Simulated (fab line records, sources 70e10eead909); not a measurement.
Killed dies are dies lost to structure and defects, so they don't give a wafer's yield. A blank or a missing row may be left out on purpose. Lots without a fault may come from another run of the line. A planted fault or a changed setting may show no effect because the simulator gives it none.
Which tool did it? | flow nand_harc | 24 lots, 72 wafers sampled, at 6 steps of a route of 1159

WHAT THE GAUGES READ, wafer by wafer
The record holds no reading of a measuring or inspecting step that can be judged against a usual standard deviation.

WHICH TOOL RAN EACH LOT (tool, then ch and the chambers of the sampled wafers, then the start)
lot  | NHARC_A_STAIRCASE_ETCH_19                     | NHARC_A_STAIRCASE_TRIM_187         | NHARC_A_STAIRCASE_ETCH_197     | NHARC_A_STAIRCASE_TRIM_202     | NHARC_A_STAIRCASE_ETCH_203     | NHARC_A_STAIRCASE_ETCH_294
L074 | rie_diel-13 ch 0,2, day 11 00:42 or earlier   | rie_diel-13 ch 0,2, day 11 00:42   | rie_diel-09 ch 0,3, no start   | rie_diel-09 ch 1,3, no start   | rie_diel-09 ch 0,1,3, no start | rie_diel-13 ch 0,1,2, no start
L075 | rie_diel-08 ch 1,2,3, day 11 18:19 or earlier | rie_diel-08 ch 2,3, day 11 18:19   | rie_diel-13 ch 0,1,2, no start | rie_diel-13 ch 0,1,3, no start | rie_diel-13 ch 0,2,3, no start | rie_diel-09 ch 2,3, no start
L076 | rie_diel-13 ch 2,3, day 11 21:01 or earlier   | rie_diel-08 ch 0,2, day 11 21:01   | rie_diel-13 ch 1,3, no start   | rie_diel-13 ch 1,2, no start   | rie_diel-13 ch 1,2, no start   | rie_diel-08 ch 1,2,3, no start
L077 | rie_diel-08 ch 0,1,2, day 11 21:15 or earlier | rie_diel-08 ch 0,2,3, day 11 21:15 | rie_diel-13 ch 1,2,3, no start | rie_diel-13 ch 1,2,3, no start | rie_diel-13 ch 1,2,3, no start | rie_diel-08 ch 0,3, no start
L078 | rie_diel-13 ch 1,2,3, day 11 22:43 or earlier | rie_diel-08 ch 0,3, day 11 22:43   | rie_diel-09 ch 0,2, no start   | rie_diel-09 ch 0,2,3, no start | rie_diel-09 ch 1,3, no start   | rie_diel-09 ch 0,2, no start
L081 | rie_diel-13 ch 1,2, day 12 08:19 or earlier   | rie_diel-13 ch 1,2, day 12 08:19   | rie_diel-09 ch 0,1,3, no start | rie_diel-09 ch 0,2, no start   | rie_diel-09 ch 0,1, no start   | rie_diel-09 ch 0,3, no start
L080 | rie_diel-13 ch 1,3, day 12 08:33 or earlier   | rie_diel-08 ch 0,1,3, day 12 08:33 | rie_diel-08 ch 0,1, no start   | rie_diel-08 ch 1,2,3, no start | rie_diel-08 ch 1,2, no start   | rie_diel-08 ch 0,1,3, no start
L079 | rie_diel-13 ch 0,3, day 12 17:13 or earlier   | rie_diel-08 ch 1,2,3, day 12 17:13 | rie_diel-09 ch 0,1, no start   | rie_diel-09 ch 1,2, no start   | rie_diel-09 ch 1,2, no start   | rie_diel-09 ch 1,2, no start
L082 | rie_diel-13 ch 1,2, day 12 17:01 or earlier   | rie_diel-08 ch 0,1,3, day 12 17:01 | rie_diel-09 ch 0,2, no start   | rie_diel-09 ch 0,1,2, no start | rie_diel-09 ch 0,1, no start   | rie_diel-09 ch 2,3, no start
L083 | rie_diel-13 ch 0,1,3, day 13 06:19 or earlier | rie_diel-13 ch 0,3, day 13 06:19   | rie_diel-08 ch 0,1,2, no start | rie_diel-08 ch 0,2,3, no start | rie_diel-08 ch 1,2, no start   | rie_diel-09 ch 0,2,3, no start
L086 | rie_diel-09 ch 0,2, day 13 23:01 or earlier   | rie_diel-13 ch 0,2, day 13 23:01   | rie_diel-08 ch 1,2, no start   | rie_diel-08 ch 0,1, no start   | rie_diel-08 ch 0,1,3, no start | rie_diel-08 ch 0,2, no start
L084 | rie_diel-09 ch 0,1,3, day 13 23:22 or earlier | rie_diel-13 ch 1,2,3, day 13 23:22 | rie_diel-13 ch 1,2,3, no start | rie_diel-13 ch 0,1,3, no start | rie_diel-13 ch 0,2,3, no start | rie_diel-09 ch 0,1,2, no start
L087 | rie_diel-13 ch 1,2, day 14 04:07 or earlier   | rie_diel-09 ch 0,3, day 14 04:07   | rie_diel-09 ch 2,3, no start   | rie_diel-09 ch 0,1,3, no start | rie_diel-09 ch 0,2,3, no start | rie_diel-08 ch 1,2, no start
L089 | rie_diel-08 ch 0,1,2, day 14 11:08 or earlier | rie_diel-13 ch 1,2,3, day 14 11:08 | rie_diel-13 ch 2,3, no start   | rie_diel-13 ch 0,2,3, no start | rie_diel-13 ch 0,3, no start   | rie_diel-09 ch 2,3, no start
L085 | rie_diel-13 ch 0,2, day 14 12:04 or earlier   | rie_diel-13 ch 1,3, day 14 12:04   | rie_diel-08 ch 1,3, no start   | rie_diel-08 ch 0,1,3, no start | rie_diel-08 ch 0,3, no start   | rie_diel-13 ch 0,2,3, no start
L091 | rie_diel-08 ch 0,1,2, day 14 20:20 or earlier | rie_diel-13 ch 2,3, day 14 20:20   | rie_diel-09 ch 0,1,3, no start | rie_diel-09 ch 0,1,2, no start | rie_diel-09 ch 1,2,3, no start | rie_diel-09 ch 1,2,3, no start
L088 | rie_diel-08 ch 2,3, day 14 20:29 or earlier   | rie_diel-08 ch 0,1, day 14 20:29   | rie_diel-08 ch 1,2, no start   | rie_diel-08 ch 0,1, no start   | rie_diel-08 ch 1,2,3, no start | rie_diel-08 ch 0,2, no start
L090 | rie_diel-09 ch 1,2,3, day 14 22:25 or earlier | rie_diel-08 ch 1,2,3, day 14 22:25 | rie_diel-08 ch 0,1,3, no start | rie_diel-08 ch 0,1,2, no start | rie_diel-08 ch 0,1,3, no start | rie_diel-08 ch 0,1,2, no start
L093 | rie_diel-08 ch 0,1, day 15 07:00 or earlier   | rie_diel-13 ch 0,1,3, day 15 07:00 | rie_diel-13 ch 0,1,2, no start | rie_diel-13 ch 0,3, no start   | rie_diel-13 ch 1,2,3, no start | rie_diel-09 ch 0,3, no start
L092 | rie_diel-09 ch 1,2,3, day 15 07:13 or earlier | rie_diel-09 ch 1,2,3, day 15 07:13 | rie_diel-08 ch 0,1,3, no start | rie_diel-08 ch 0,1,2, no start | rie_diel-08 ch 0,1,2, no start | rie_diel-08 ch 0,1,2, no start
L094 | rie_diel-13 ch 0,1,2, day 15 14:31 or earlier | rie_diel-13 ch 1,2,3, day 15 14:31 | rie_diel-13 ch 2,3, no start   | rie_diel-13 ch 0,2, no start   | rie_diel-13 ch 1,3, no start   | rie_diel-13 ch 1,2,3, no start
L096 | rie_diel-13 ch 0,1,2, day 16 04:41 or earlier | rie_diel-08 ch 0,3, day 16 04:41   | rie_diel-08 ch 0,3, no start   | rie_diel-08 ch 2,3, no start   | rie_diel-08 ch 0,2, no start   | rie_diel-08 ch 0,1,2, no start
L095 | rie_diel-09 ch 1,3, day 16 07:57 or earlier   | rie_diel-08 ch 0,1,2, day 16 07:57 | rie_diel-08 ch 1,3, no start   | rie_diel-08 ch 0,2,3, no start | rie_diel-08 ch 1,2,3, no start | rie_diel-08 ch 2,3, no start
L097 | rie_diel-09 ch 1,2,3, day 17 01:35 or earlier | rie_diel-13 ch 0,1,2, day 17 01:35 | rie_diel-13 ch 0,1,2, no start | rie_diel-13 ch 0,1,3, no start | rie_diel-13 ch 1,2,3, no start | rie_diel-09 ch 0,1,2, no start
- NHARC_A_STAIRCASE_ETCH_19: etches the open film in C4F8/O2, target depth 100 nm, time 40.5 s.
- NHARC_A_STAIRCASE_TRIM_187: chemistry O2, time 211.2 s.
- NHARC_A_STAIRCASE_ETCH_197: etches the open film in C4F8/O2, target depth 100 nm, time 40.5 s.
- NHARC_A_STAIRCASE_TRIM_202: chemistry O2, time 211.2 s.
- NHARC_A_STAIRCASE_ETCH_203: etches the open film in C4F8/O2, target depth 100 nm, time 40.5 s.
- NHARC_A_STAIRCASE_ETCH_294: etches the open film in C4F8/O2/Ar, target depth 4992 nm, time 1212.4 s.

WHAT THE TOOLS THEMSELVES READ (means of the sampled wafers that have a number; where no wafer has one, the mark that the record gives instead)
NHARC_A_STAIRCASE_ETCH_19.
lot  | tool        | oes_product_au (a.u.) | rf_vpp_V (V)
L074 | rie_diel-13 | 0.943                 | 897
L075 | rie_diel-08 | 0.938                 | 893
L076 | rie_diel-13 | 0.935                 | 894
L077 | rie_diel-08 | 0.920                 | 893
L078 | rie_diel-13 | 0.940                 | 897
L081 | rie_diel-13 | 0.924                 | 896
L080 | rie_diel-13 | 0.928                 | 902
L079 | rie_diel-13 | 0.931                 | 897
L082 | rie_diel-13 | 0.928                 | 895
L083 | rie_diel-13 | 0.940                 | 900
L086 | rie_diel-09 | 0.930                 | 892
L084 | rie_diel-09 | 0.926                 | 893
L087 | rie_diel-13 | 0.928                 | 899
L089 | rie_diel-08 | 0.936                 | 893
L085 | rie_diel-13 | 0.938                 | 893
L091 | rie_diel-08 | 0.943                 | 893
L088 | rie_diel-08 | 0.941                 | 893
L090 | rie_diel-09 | 0.945                 | 897
L093 | rie_diel-08 | 0.946                 | 891
L092 | rie_diel-09 | 0.927                 | 897
L094 | rie_diel-13 | 0.945                 | 897
L096 | rie_diel-13 | 0.940                 | 898
L095 | rie_diel-09 | 0.935                 | 897
L097 | rie_diel-09 | 0.938                 | 897

NHARC_A_STAIRCASE_TRIM_187.
lot  | tool        | drypump_motor_current_A (A) | oes_product_au (a.u.) | rf_vpp_V (V) | showerhead_plenum_p_Torr (Torr) | throttle_valve_pct (%)
L074 | rie_diel-13 | 6.2                         | 0.996                 | 57.6         | 3.46                            | 17.038
L075 | rie_diel-08 | 6.3                         | 0.989                 | 57.7         | 3.48                            | 17.031
L076 | rie_diel-08 | 6.1                         | 0.991                 | 57.7         | 3.49                            | 17.032
L077 | rie_diel-08 | 6.1                         | 0.991                 | 58.0         | 3.49                            | 17.037
L078 | rie_diel-08 | 5.9                         | 0.991                 | 57.7         | 3.48                            | 17.033
L081 | rie_diel-13 | 5.9                         | 0.990                 | 57.8         | 3.64                            | 17.040
L080 | rie_diel-08 | 6.2                         | 0.995                 | 57.3         | 3.44                            | 17.032
L079 | rie_diel-08 | 6.4                         | 0.995                 | 57.0         | 3.43                            | 17.039
L082 | rie_diel-08 | 6.2                         | 1.000                 | 57.6         | 3.44                            | 17.028
L083 | rie_diel-13 | 5.7                         | 1.004                 | 58.8         | 3.57                            | 17.039
L086 | rie_diel-13 | 6.2                         | 1.003                 | 57.7         | 3.45                            | 17.038
L084 | rie_diel-13 | 5.8                         | 1.009                 | 57.8         | 3.55                            | 17.029
L087 | rie_diel-09 | 5.4                         | 0.991                 | 56.8         | 3.51                            | 17.039
L089 | rie_diel-13 | 5.8                         | 0.996                 | 57.5         | 3.55                            | 17.040
L085 | rie_diel-13 | 5.5                         | 1.001                 | 57.4         | 3.59                            | 17.038
L091 | rie_diel-13 | 6.0                         | 1.000                 | 57.7         | 3.41                            | 17.042
L088 | rie_diel-08 | 6.0                         | 0.985                 | 57.0         | 3.44                            | 17.051
L090 | rie_diel-08 | 6.4                         | 0.998                 | 57.3         | 3.43                            | 17.029
L093 | rie_diel-13 | 5.7                         | 0.999                 | 58.6         | 3.61                            | 17.030
L092 | rie_diel-09 | 5.8                         | 0.996                 | 57.5         | 3.58                            | 17.037
L094 | rie_diel-13 | 5.8                         | 1.015                 | 57.8         | 3.54                            | 17.033
L096 | rie_diel-08 | 6.1                         | 0.994                 | 57.6         | 3.46                            | 17.041
L095 | rie_diel-08 | 6.2                         | 0.997                 | 57.9         | 3.43                            | 17.032
L097 | rie_diel-13 | 6.0                         | 1.005                 | 58.1         | 3.57                            | 17.030

NHARC_A_STAIRCASE_ETCH_197.
lot  | tool        | oes_product_au (a.u.) | rf_vpp_V (V)
L074 | rie_diel-09 | 0.917                 | 892
L075 | rie_diel-13 | 0.934                 | 898
L076 | rie_diel-13 | 0.928                 | 901
L077 | rie_diel-13 | 0.924                 | 897
L078 | rie_diel-09 | 0.960                 | 893
L081 | rie_diel-09 | 0.965                 | 894
L080 | rie_diel-08 | 0.946                 | 894
L079 | rie_diel-09 | 0.906                 | 894
L082 | rie_diel-09 | 0.946                 | 893
L083 | rie_diel-08 | 0.957                 | 892
L086 | rie_diel-08 | 0.960                 | 893
L084 | rie_diel-13 | 0.945                 | 896
L087 | rie_diel-09 | 0.926                 | 899
L089 | rie_diel-13 | 0.932                 | 892
L085 | rie_diel-08 | 0.968                 | 893
L091 | rie_diel-09 | 0.953                 | 893
L088 | rie_diel-08 | 0.938                 | 893
L090 | rie_diel-08 | 0.946                 | 893
L093 | rie_diel-13 | 0.948                 | 898
L092 | rie_diel-08 | 0.946                 | 893
L094 | rie_diel-13 | 0.939                 | 891
L096 | rie_diel-08 | 0.932                 | 893
L095 | rie_diel-08 | 0.941                 | 892
L097 | rie_diel-13 | 0.955                 | 897

NHARC_A_STAIRCASE_TRIM_202.
lot  | tool        | drypump_motor_current_A (A) | oes_product_au (a.u.) | rf_vpp_V (V) | showerhead_plenum_p_Torr (Torr) | throttle_valve_pct (%)
L074 | rie_diel-09 | 5.8                         | 1.002                 | 58.5         | 3.59                            | 17.043
L075 | rie_diel-13 | 5.7                         | 1.006                 | 57.5         | 3.63                            | 17.042
L076 | rie_diel-13 | 6.1                         | 0.998                 | 58.2         | 3.51                            | 17.045
L077 | rie_diel-13 | 5.8                         | 1.000                 | 58.0         | 3.56                            | 17.030
L078 | rie_diel-09 | 5.5                         | 0.995                 | 58.9         | 3.53                            | 17.040
L081 | rie_diel-09 | 5.5                         | 1.001                 | 57.7         | 3.55                            | 17.035
L080 | rie_diel-08 | 6.4                         | 0.996                 | 57.4         | 3.44                            | 17.039
L079 | rie_diel-09 | 5.8                         | 1.004                 | 58.1         | 3.61                            | 17.044
L082 | rie_diel-09 | 6.0                         | 0.989                 | 57.6         | 3.49                            | 17.040
L083 | rie_diel-08 | 6.1                         | 0.998                 | 58.1         | 3.48                            | 17.031
L086 | rie_diel-08 | 5.9                         | 1.001                 | 57.6         | 3.45                            | 17.042
L084 | rie_diel-13 | 5.7                         | 1.004                 | 58.6         | 3.62                            | 17.042
L087 | rie_diel-09 | 6.0                         | 0.991                 | 57.3         | 3.47                            | 17.047
L089 | rie_diel-13 | 5.9                         | 1.002                 | 58.8         | 3.49                            | 17.033
L085 | rie_diel-08 | 6.2                         | 0.994                 | 56.8         | 3.43                            | 17.039
L091 | rie_diel-09 | 6.0                         | 0.994                 | 57.2         | 3.48                            | 17.037
L088 | rie_diel-08 | 6.0                         | 1.001                 | 57.8         | 3.44                            | 17.040
L090 | rie_diel-08 | 6.1                         | 0.997                 | 57.5         | 3.44                            | 17.024
L093 | rie_diel-13 | 5.7                         | 1.005                 | 58.4         | 3.56                            | 17.035
L092 | rie_diel-08 | 6.1                         | 0.988                 | 57.0         | 3.43                            | 17.039
L094 | rie_diel-13 | 6.2                         | 1.007                 | 58.3         | 3.44                            | 17.028
L096 | rie_diel-08 | 6.3                         | 0.999                 | 58.0         | 3.46                            | 17.037
L095 | rie_diel-08 | 6.1                         | 0.993                 | 57.9         | 3.46                            | 17.038
L097 | rie_diel-13 | 5.7                         | 1.006                 | 57.9         | 3.61                            | 17.038

NHARC_A_STAIRCASE_ETCH_203.
lot  | tool        | oes_product_au (a.u.) | rf_vpp_V (V)
L074 | rie_diel-09 | 0.925                 | 895
L075 | rie_diel-13 | 0.943                 | 896
L076 | rie_diel-13 | 0.932                 | 894
L077 | rie_diel-13 | 0.938                 | 897
L078 | rie_diel-09 | 0.941                 | 898
L081 | rie_diel-09 | 0.923                 | 892
L080 | rie_diel-08 | 0.924                 | 893
L079 | rie_diel-09 | 0.938                 | 897
L082 | rie_diel-09 | 0.918                 | 893
L083 | rie_diel-08 | 0.935                 | 893
L086 | rie_diel-08 | 0.935                 | 892
L084 | rie_diel-13 | 0.942                 | 894
L087 | rie_diel-09 | 0.938                 | 895
L089 | rie_diel-13 | 0.941                 | 896
L085 | rie_diel-08 | 0.936                 | 894
L091 | rie_diel-09 | 0.942                 | 899
L088 | rie_diel-08 | 0.934                 | 892
L090 | rie_diel-08 | 0.938                 | 891
L093 | rie_diel-13 | 0.942                 | 897
L092 | rie_diel-08 | 0.940                 | 893
L094 | rie_diel-13 | 0.946                 | 898
L096 | rie_diel-08 | 0.942                 | 893
L095 | rie_diel-08 | 0.939                 | 892
L097 | rie_diel-13 | 0.949                 | 896

NHARC_A_STAIRCASE_ETCH_294.
lot  | tool        | oes_product_au (a.u.) | rf_vpp_V (V)
L074 | rie_diel-13 | 0.933                 | 1831
L075 | rie_diel-09 | 0.942                 | 1836
L076 | rie_diel-08 | 0.922                 | 1820
L077 | rie_diel-08 | 0.946                 | 1822
L078 | rie_diel-09 | 0.927                 | 1828
L081 | rie_diel-09 | 0.913                 | 1819
L080 | rie_diel-08 | 0.936                 | 1821
L079 | rie_diel-09 | 0.931                 | 1829
L082 | rie_diel-09 | 0.951                 | 1834
L083 | rie_diel-09 | 0.923                 | 1827
L086 | rie_diel-08 | 0.919                 | 1824
L084 | rie_diel-09 | 0.926                 | 1825
L087 | rie_diel-08 | 0.918                 | 1817
L089 | rie_diel-09 | 0.944                 | 1834
L085 | rie_diel-13 | 0.933                 | 1824
L091 | rie_diel-09 | 0.928                 | 1831
L088 | rie_diel-08 | 0.935                 | 1822
L090 | rie_diel-08 | 0.926                 | 1820
L093 | rie_diel-09 | 0.926                 | 1826
L092 | rie_diel-08 | 0.926                 | 1820
L094 | rie_diel-13 | 0.932                 | 1827
L096 | rie_diel-08 | 0.939                 | 1820
L095 | rie_diel-08 | 0.938                 | 1822
L097 | rie_diel-09 | 0.922                 | 1822

THE ANSWER, worked out from the rows above alone
Rule: what is usual is taken from the lots themselves. Put in order of their means at a reading, lots are off if they are a third of the lots or fewer, leave a main group of 4 or more, and stand apart from it by a gap of 3 or more times the standard deviation of the main group's means; of several such gaps the widest counts. A main group whose means are all the same, to the digits that the tables above print for the reading, isn't used. A lot without any number at a reading at which 4 lots or more have one is off too. The other lots that the step has rows for count as sound. The gauges are gone through in route order, then the tools' own readings, and for those a lot's mean is taken as printed above. The first step at which some lot is off is used, and at that step the reading that is off furthest; a lot without a number counts as furthest.
No lot is off at any reading shown: from this, nothing can be told.

WHAT THE SIMULATOR HAD PUT IN
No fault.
